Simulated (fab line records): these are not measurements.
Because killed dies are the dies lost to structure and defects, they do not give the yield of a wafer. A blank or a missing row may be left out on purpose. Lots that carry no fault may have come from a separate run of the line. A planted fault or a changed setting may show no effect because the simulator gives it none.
fab line records + flow nand_harc
[record]
- lots = 7
- wafers = 19
- last_day = 33
route steps=1302 shown A_DECK1_JOINT@539 A_ONON_D2@545
lots untouched by any fault: they come from a run of this same line in which no faults occurred
start_h: the number of hours between the record's first day and the start of the first shown wafer of the lot + wait_h: hours since the lot's step before + " as in the row above + L1.1+2: a row that stands for several wafers + - no value present, or no start provided + * or withheld: withheld + < > ~ a bound
route shown NAME@n: a module of which the file shows steps, and the number in the route of the first + usual: mean and standard deviation over wafers with no fault + same: alike in all rows + chamber/n: place in a boat + sites: each site's reading + _std_site: how widely they spread, as a standard deviation + _edge_site: mean of outer sites minus mean of inner sites + radius_mm: for every site, how far away it sits from the centre of the wafer + mask NAME#n: copy n + behind: the tool/chamber that last shaped the wafer + hold: why the lot was held/for how many hours/how that ended + device: transistor that didn't switch, given as n, p or np + end of line: tests run on the same wafers once the route is complete + a step with no rows: only its recipe + killed: dies that structure and defects cost at the first sort, which is not the same as the wafer's yield + map: per-die view of a wafer (x killed, . not killed, _ where there is no die)
set.NAME: the setting as run; set.NAME@STEP: as run at that earlier step + model.NAME: the simulator's own value behind a step, which no gauge read
certain route steps with their lots: each step a table, each wafer a row
services: a tool's chamber out of use, with start hour (start_h, from the record's first day; less than 0 if before it), hours out, and reason
[[steps]]
[step NHARC_A_DECK1_JOINT_CMP_02]
[recipe]
- material = SiOx
[usual]
- motor_current_A = 11.7/1.3
- slurry_flow_ml_min = 150.0/0.43
| lot.wafer | tool   | chamber | start_h | wait_h | motor_current_A | slurry_flow_ml_min |
|-----------|--------|---------|---------|--------|-----------------|--------------------|
| L587.3    | cmp-01 | 2       | 357.85  | 0.4    | 10.1            | 149.6              |
| L587.2    | "      | 0       | "       | "      | 9.8             | 150.1              |
| L587.5    | "      | 1       | "       | "      | 12.0            | 149.7              |
| L593.2    | cmp-04 | 0       | 425.03  | 0.5    | 14.1            | 150.0              |
| L593.5    | "      | 2       | "       | "      | 12.1            | 150.1              |
| L593.6    | "      | 3       | "       | "      | 10.7            | 150.4              |
| L596.2    | cmp-04 | 3       | 448.86  | 0.4    | 11.1            | 150.2              |
| L596.6    | "      | 0       | "       | "      | 13.8            | 149.7              |
| L597.2    | cmp-04 | 3       | 459.75  | 0.4    | 11.3            | 149.4              |
| L597.1    | "      | 1       | "       | "      | 12.7            | 149.3              |
| L597.5    | "      | 2       | "       | "      | 12.3            | 150.1              |
| L598.6    | cmp-01 | 3       | 459.83  | 0.5    | 11.2            | 149.9              |
| L598.5    | "      | 0       | "       | "      | 10.2            | 149.2              |
| L599.1    | cmp-04 | 3       | 471.88  | 0.4    | 11.1            | 150.2              |
| L599.3    | "      | 0       | "       | "      | 14.6            | 150.4              |
| L599.2    | "      | 2       | "       | "      | 11.4            | 149.9              |
| L602.2    | cmp-01 | 2       | 512.17  | 3.2    | 10.9            | 150.9              |
| L602.1    | "      | 3       | "       | "      | 11.0            | 150.5              |
| L602.6    | "      | 2       | "       | "      | 10.4            | 150.7              |
[step NHARC_A_DECK1_JOINT_SRD_15]
[step NHARC_A_DECK1_JOINT_DEP_16]
[recipe]
- target_thk_a = 450
- temp_c = 400
- pressure_torr = 6.5
- rf_w = 900
- teos_flow_sccm = 161.4
- flow_sccm = 2650
- target_thk_nm = 45
- gas = O2
- material = SiO2
[usual]
- heater_power_outer_w = 320/57
- heater_power_w = 569/110
- throttle_valve_pct = 16.0/0.65
| lot.wafer | tool     | chamber | start_h | wait_h | heater_power_outer_w | heater_power_w | throttle_valve_pct |
|-----------|----------|---------|---------|--------|----------------------|----------------|--------------------|
| L587.2    | pecvd-02 | 2       | 358.21  | 0.1    | 304                  | 548            | 15.3               |
| L587.3    | "        | 0       | "       | "      | 344                  | 567            | 17.2               |
| L587.5    | "        | 0       | "       | "      | 346                  | 578            | 16.8               |
| L593.2    | pecvd-04 | 2       | 425.40  | 0.1    | 283                  | 459            | 16.0               |
| L593.6    | "        | 1       | "       | "      | 315                  | 559            | 16.9               |
| L593.5    | "        | 2       | "       | "      | 274                  | 460            | 16.0               |
| L596.2    | pecvd-02 | 2       | 449.18  | 0.1    | 288                  | 530            | 14.9               |
| L596.6    | "        | 1       | "       | "      | 354                  | 599            | 16.0               |
| L597.2    | pecvd-02 | 0       | 460.15  | 0.1    | 350                  | 561            | 17.2               |
| L597.1    | "        | 1       | "       | "      | 288                  | 476            | 15.5               |
| L597.5    | "        | 0       | "       | "      | 344                  | 591            | 17.2               |
| L598.6    | pecvd-01 | 0       | 460.23  | 0.2    | 257                  | 442            | 15.7               |
| L598.5    | "        | 1       | "       | "      | 399                  | 696            | 16.6               |
| L599.1    | pecvd-02 | 1       | 472.27  | 0.1    | 303                  | 519            | 16.1               |
| L599.2    | "        | 2       | "       | "      | 293                  | 518            | 14.7               |
| L599.3    | "        | 0       | "       | "      | 337                  | 582            | 17.1               |
| L602.2    | pecvd-01 | 0       | 512.63  | 0.2    | 295                  | 519            | 15.5               |
| L602.1    | "        | 1       | "       | "      | 307                  | 555            | 17.0               |
| L602.6    | "        | 2       | "       | "      | 388                  | 742            | 15.7               |
[step NHARC_A_DECK1_JOINT_THK_MEAS_17]
[recipe]
- thk_meas_gauge = ellipsometry
[usual]
- thk_nm = 45.1/1.2
| lot.wafer | tool          | chamber | start_h | wait_h | thk_nm |
|-----------|---------------|---------|---------|--------|--------|
| L587.2    | film_metro-02 | -       | 358.49  | 0.3    | 44.9   |
| L587.3    | "             | -       | "       | "      | 46.3   |
| L587.5    | "             | -       | "       | "      | 46.1   |
| L593.2    | film_metro-01 | -       | 425.68  | 0.2    | 46.2   |
| L593.5    | "             | -       | "       | "      | 45.5   |
| L593.6    | "             | -       | "       | "      | 46.7   |
| L596.2    | film_metro-02 | -       | 449.46  | 0.3    | 46.4   |
| L596.6    | "             | -       | "       | "      | 43.9   |
| L597.1    | film_metro-01 | -       | 460.40  | 0.2    | 45.1   |
| L597.2    | "             | -       | "       | "      | 45.1   |
| L597.5    | "             | -       | "       | "      | 46.6   |
| L598.5    | film_metro-02 | -       | 460.40  | 0.1    | 46.8   |
| L598.6    | "             | -       | "       | "      | 44.0   |
| L599.1    | film_metro-02 | -       | 472.55  | 0.2    | 44.9   |
| L599.2    | "             | -       | "       | "      | 46.1   |
| L599.3    | "             | -       | "       | "      | 45.5   |
| L602.1    | film_metro-01 | -       | 512.88  | 0.2    | 43.6   |
| L602.2    | "             | -       | "       | "      | 42.2   |
| L602.6    | "             | -       | "       | "      | 46.2   |
[step NHARC_A_DECK1_JOINT_INSPECT_05]
[usual]
- raw_defect_count = 316/120
| lot.wafer | tool              | chamber | start_h | wait_h | raw_defect_count |
|-----------|-------------------|---------|---------|--------|------------------|
| L587.2    | defect_inspect-02 | -       | 358.53  | 0.0    | 427              |
| L587.3    | "                 | -       | "       | "      | 298              |
| L587.5    | "                 | -       | "       | "      | 293              |
| L593.2    | defect_inspect-01 | -       | 425.71  | 0.0    | 404              |
| L593.5    | "                 | -       | "       | "      | 420              |
| L593.6    | "                 | -       | "       | "      | 183              |
| L596.2    | defect_inspect-02 | -       | 449.49  | 0.0    | 349              |
| L596.6    | "                 | -       | "       | "      | 272              |
| L597.1    | defect_inspect-02 | -       | 460.43  | 0.0    | 225              |
| L597.2    | "                 | -       | "       | "      | 191              |
| L597.5    | "                 | -       | "       | "      | 154              |
| L598.5    | defect_inspect-01 | -       | 460.44  | 0.0    | 631              |
| L598.6    | "                 | -       | "       | "      | 486              |
| L599.1    | defect_inspect-02 | -       | 472.58  | 0.0    | 441              |
| L599.2    | "                 | -       | "       | "      | 133              |
| L599.3    | "                 | -       | "       | "      | 251              |
| L602.1    | defect_inspect-01 | -       | 512.92  | 0.0    | 273              |
| L602.2    | "                 | -       | "       | "      | 172              |
| L602.6    | "                 | -       | "       | "      | 179              |
[step NHARC_A_ONON_D2_DEP_00]
[recipe]
- target_thk_a = 10000
- n2_flow_sccm = 2750
- n2o_flow_sccm = 2000
- nh3_flow_sccm = 500
- sih4_flow_sccm = 210
- temp_c = 400
[step NHARC_A_ONON_D2_THK_MEAS_02]
[recipe]
- thk_meas_gauge = ellipsometry
[usual]
- thk_nm = 1003/11
| lot.wafer | tool          | chamber | start_h | wait_h | thk_nm |
|-----------|---------------|---------|---------|--------|--------|
| L587.2    | film_metro-02 | -       | 359.11  | -      | 990    |
| L587.3    | "             | -       | "       | "      | 991    |
| L587.5    | "             | -       | "       | "      | 991    |
| L593.2    | film_metro-01 | -       | 426.29  | -      | 1014   |
| L593.5    | "             | -       | "       | "      | 1013   |
| L593.6    | "             | -       | "       | "      | 1014   |
| L596.2    | film_metro-01 | -       | 450.07  | -      | 991    |
| L596.6    | "             | -       | "       | "      | 992    |
| L597.1    | film_metro-01 | -       | 461.01  | -      | 1004   |
| L597.2    | "             | -       | "       | "      | 1006   |
| L597.5    | "             | -       | "       | "      | 1004   |
| L598.5    | film_metro-02 | -       | 461.03  | -      | 992    |
| L598.6    | "             | -       | "       | "      | 993    |
| L599.1    | film_metro-01 | -       | 473.16  | -      | 1003   |
| L599.2    | "             | -       | "       | "      | 1004   |
| L599.3    | "             | -       | "       | "      | 1003   |
| L602.1    | film_metro-01 | -       | 513.49  | -      | 984    |
| L602.2    | "             | -       | "       | "      | 985    |
| L602.6    | "             | -       | "       | "      | 983    |
[step NHARC_A_ONON_D2_DEP_03]
[recipe]
- target_thk_a = 10000
- n2_flow_sccm = 2750
- n2o_flow_sccm = 2000
- nh3_flow_sccm = 500
- sih4_flow_sccm = 210
- temp_c = 400
[step NHARC_A_ONON_D2_THK_MEAS_05]
[recipe]
- thk_meas_gauge = ellipsometry
[usual]
- thk_nm = 1000/10
| lot.wafer | tool          | chamber | start_h | wait_h | thk_nm |
|-----------|---------------|---------|---------|--------|--------|
| L587.2    | film_metro-02 | -       | 359.70  | -      | 986    |
| L587.3    | "             | -       | "       | "      | 988    |
| L587.5    | "             | -       | "       | "      | 986    |
| L593.2    | film_metro-01 | -       | 426.86  | -      | 999    |
| L593.5    | "             | -       | "       | "      | 1000   |
| L593.6    | "             | -       | "       | "      | 998    |
| L596.2    | film_metro-01 | -       | 450.64  | -      | 985    |
| L596.6    | "             | -       | "       | "      | 985    |
| L597.1    | film_metro-02 | -       | 461.58  | -      | 990    |
| L597.2    | "             | -       | "       | "      | 991    |
| L597.5    | "             | -       | "       | "      | 990    |
| L598.5    | film_metro-01 | -       | 461.72  | -      | 1012   |
| L598.6    | "             | -       | "       | "      | 1013   |
| L599.1    | film_metro-01 | -       | 473.73  | -      | 1007   |
| L599.2    | "             | -       | "       | "      | 1006   |
| L599.3    | "             | -       | "       | "      | 1007   |
| L602.1    | film_metro-01 | -       | 514.05  | -      | 991    |
| L602.2    | "             | -       | "       | "      | 990    |
| L602.6    | "             | -       | "       | "      | 990    |
[step NHARC_A_ONON_D2_DEP_06]
[recipe]
- target_thk_a = 10000
- n2_flow_sccm = 2750
- n2o_flow_sccm = 2000
- nh3_flow_sccm = 500
- sih4_flow_sccm = 210
- temp_c = 400
[step NHARC_A_ONON_D2_THK_MEAS_08]
[recipe]
- thk_meas_gauge = ellipsometry
[usual]
- thk_nm = 1001/8.7
| lot.wafer | tool          | chamber | start_h | wait_h | thk_nm |
|-----------|---------------|---------|---------|--------|--------|
| L587.2    | film_metro-02 | -       | 360.27  | -      | 1002   |
| L587.3    | "             | -       | "       | "      | 1002   |
| L587.5    | "             | -       | "       | "      | 1003   |
| L593.2    | film_metro-01 | -       | 427.42  | -      | 1010   |
| L593.5    | "             | -       | "       | "      | 1008   |
| L593.6    | "             | -       | "       | "      | 1010   |
| L596.2    | film_metro-02 | -       | 451.21  | -      | 1010   |
| L596.6    | "             | -       | "       | "      | 1009   |
| L597.1    | film_metro-01 | -       | 462.15  | -      | 1005   |
| L597.2    | "             | -       | "       | "      | 1006   |
| L597.5    | "             | -       | "       | "      | 1006   |
| L598.5    | film_metro-02 | -       | 462.30  | -      | 995    |
| L598.6    | "             | -       | "       | "      | 995    |
| L599.1    | film_metro-01 | -       | 474.29  | -      | 1006   |
| L599.2    | "             | -       | "       | "      | 1005   |
| L599.3    | "             | -       | "       | "      | 1004   |
| L602.1    | film_metro-02 | -       | 514.62  | -      | 1000   |
| L602.2    | "             | -       | "       | "      | 998    |
| L602.6    | "             | -       | "       | "      | 998    |
[step NHARC_A_ONON_D2_DEP_09]
[recipe]
- target_thk_a = 10000
- n2_flow_sccm = 2750
- n2o_flow_sccm = 2000
- nh3_flow_sccm = 500
- sih4_flow_sccm = 210
- temp_c = 400
[usual]
- nh3_flow_sccm = 499.8/1.6
| lot.wafer | tool          | chamber | start_h | wait_h | nh3_flow_sccm |
|-----------|---------------|---------|---------|--------|---------------|
| L587.2    | pecvd_onon-03 | 0       | 360.38  | 0.1    | 501.4         |
| L587.3    | "             | 0       | "       | "      | 500.4         |
| L587.5    | "             | 0       | "       | "      | 499.9         |
| L593.2    | pecvd_onon-01 | 0       | 427.54  | 0.1    | 499.8         |
| L593.5    | "             | 0       | "       | "      | 501.3         |
| L593.6    | "             | 0       | "       | "      | 499.8         |
| L596.2    | pecvd_onon-03 | 0       | 451.32  | 0.1    | 501.0         |
| L596.6    | "             | 0       | "       | "      | 499.9         |
| L597.1    | pecvd_onon-04 | 0       | 462.20  | 0.1    | 499.6         |
| L597.2    | "             | 0       | "       | "      | 500.5         |
| L597.5    | "             | 0       | "       | "      | 498.1         |
| L598.5    | pecvd_onon-03 | 0       | 462.58  | 0.3    | 499.5         |
| L598.6    | "             | 0       | "       | "      | 497.0         |
| L599.1    | pecvd_onon-03 | 0       | 474.35  | 0.1    | 500.7         |
| L599.2    | "             | 0       | "       | "      | 501.2         |
| L599.3    | "             | 0       | "       | "      | 500.2         |
| L602.1    | pecvd_onon-01 | 0       | 514.68  | 0.1    | 500.7         |
| L602.2    | "             | 0       | "       | "      | 502.8         |
| L602.6    | "             | 0       | "       | "      | 501.5         |
[step NHARC_A_ONON_D2_THK_MEAS_11]
[recipe]
- thk_meas_gauge = ellipsometry
[usual]
- thk_nm = 1002/9.6
| lot.wafer | tool          | chamber | start_h | wait_h | thk_nm |
|-----------|---------------|---------|---------|--------|--------|
| L587.2    | film_metro-02 | -       | 360.84  | -      | 1002   |
| L587.3    | "             | -       | "       | "      | 1002   |
| L587.5    | "             | -       | "       | "      | 1001   |
| L593.2    | film_metro-02 | -       | 427.99  | -      | 1012   |
| L593.5    | "             | -       | "       | "      | 1010   |
| L593.6    | "             | -       | "       | "      | 1010   |
| L596.2    | film_metro-02 | -       | 451.77  | -      | 460    |
| L596.6    | "             | -       | "       | "      | 462    |
| L597.1    | film_metro-01 | -       | 462.72  | -      | 1004   |
| L597.2    | "             | -       | "       | "      | 1002   |
| L597.5    | "             | -       | "       | "      | 1004   |
| L598.5    | film_metro-02 | -       | 462.86  | -      | 999    |
| L598.6    | "             | -       | "       | "      | 440    |
| L599.1    | film_metro-02 | -       | 474.86  | -      | 988    |
| L599.2    | "             | -       | "       | "      | 431    |
| L599.3    | "             | -       | "       | "      | 989    |
| L602.1    | film_metro-02 | -       | 515.18  | -      | 1011   |
| L602.2    | "             | -       | "       | "      | 1012   |
| L602.6    | "             | -       | "       | "      | 1011   |
[step NHARC_A_ONON_D2_DEP_12]
[recipe]
- target_thk_a = 10000
- n2_flow_sccm = 2750
- n2o_flow_sccm = 2000
- nh3_flow_sccm = 500
- sih4_flow_sccm = 210
- temp_c = 400
[[services]]
| tool          | chamber | start_h | hours | kind                           |
|---------------|---------|---------|-------|--------------------------------|
| cmp-04        | -       | 369.61  | 1.1   | repair                         |
| cmp-01        | -       | 381.74  | 4.0   | pm                             |
| cmp-04        | -       | 396.61  | 2.6   | repair                         |
| pecvd-04      | 1       | 397.58  | 13.9  | repair                         |
| pecvd-01      | 2       | 397.81  | 19.9  | repair                         |
| pecvd-02      | -       | 408.00  | 13.0  | pm                             |
| pecvd-02      | 0       | 408.00  | 13.0  | vent_cycle                     |
| pecvd-02      | 1       | 408.00  | 13.0  | vent_cycle                     |
| pecvd-02      | 2       | 408.00  | 13.0  | vent_cycle                     |
| pecvd_onon-03 | -       | 411.18  | 13.0  | pm                             |
| cmp-04        | -       | 411.27  | 4.0   | pm                             |
| cmp-04        | -       | 415.27  | -     | consumable_replace:conditioner |
| cmp-04        | -       | 415.27  | -     | consumable_replace:pad         |
| pecvd-02      | 0       | 421.00  | -     | clean                          |
| cmp-01        | -       | 438.92  | 2.1   | repair                         |
| pecvd-04      | -       | 450.20  | 13.0  | pm                             |
| pecvd_onon-01 | -       | 450.50  | 13.0  | pm                             |
| cmp-01        | -       | 455.57  | 0.7   | repair                         |
| cmp-01        | -       | 479.74  | 4.0   | pm                             |
| pecvd-02      | -       | 486.74  | 1.2   | repair                         |
| pecvd_onon-04 | -       | 492.16  | 13.0  | pm                             |
| pecvd-01      | -       | 492.37  | 13.0  | pm                             |
| cmp-01        | -       | 497.87  | 1.4   | repair                         |
| cmp-04        | -       | 509.27  | 4.0   | pm                             |
[[key]]
[first_sign]
- step = NHARC_A_ONON_D2_THK_MEAS_11
- reading = thk_nm
- direction = down
- sigmas = 58
- usual = 1002
- struck = 448
effect none on later readings
met_at NHARC_A_ONON_D2_DEP_09
struck_wafers L596.2,L596.6,L598.6,L599.2
later_rows_left_out L596.2,L596.6,L598.6,L599.2
sort_left_out L596.2,L596.6,L598.6,L599.2
tester_left_out L596,L598,L599
onset_between 360.38 451.32
[fault]
- kind = process_parameter_drift
- tool = pecvd_onon-03
- chamber = -
- onset_h = 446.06
- steps = NHARC_A_ONON_D2_DEP_09
- channel = target_thk_a
- offset = *
- shape = step
- end_h = 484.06
- scope = struck_wafers_only
- acts_in = *
- stated = *
// tester_left_out: of these lots the tester's yield and bins aren't shown, on N5 and GAA mostly nor the transistor test; their killed dies are dies lost to structure and defects alone, not to doping, threshold or leakage, so they don't give the yield
// sort_left_out: the simulated sort isn't trusted on such a fault, so these wafers' sort isn't shown, and their yield isn't known
// later_rows_left_out: the simulator's readings of these wafers behind a module that went badly wrong aren't trusted and aren't shown, but for the sort
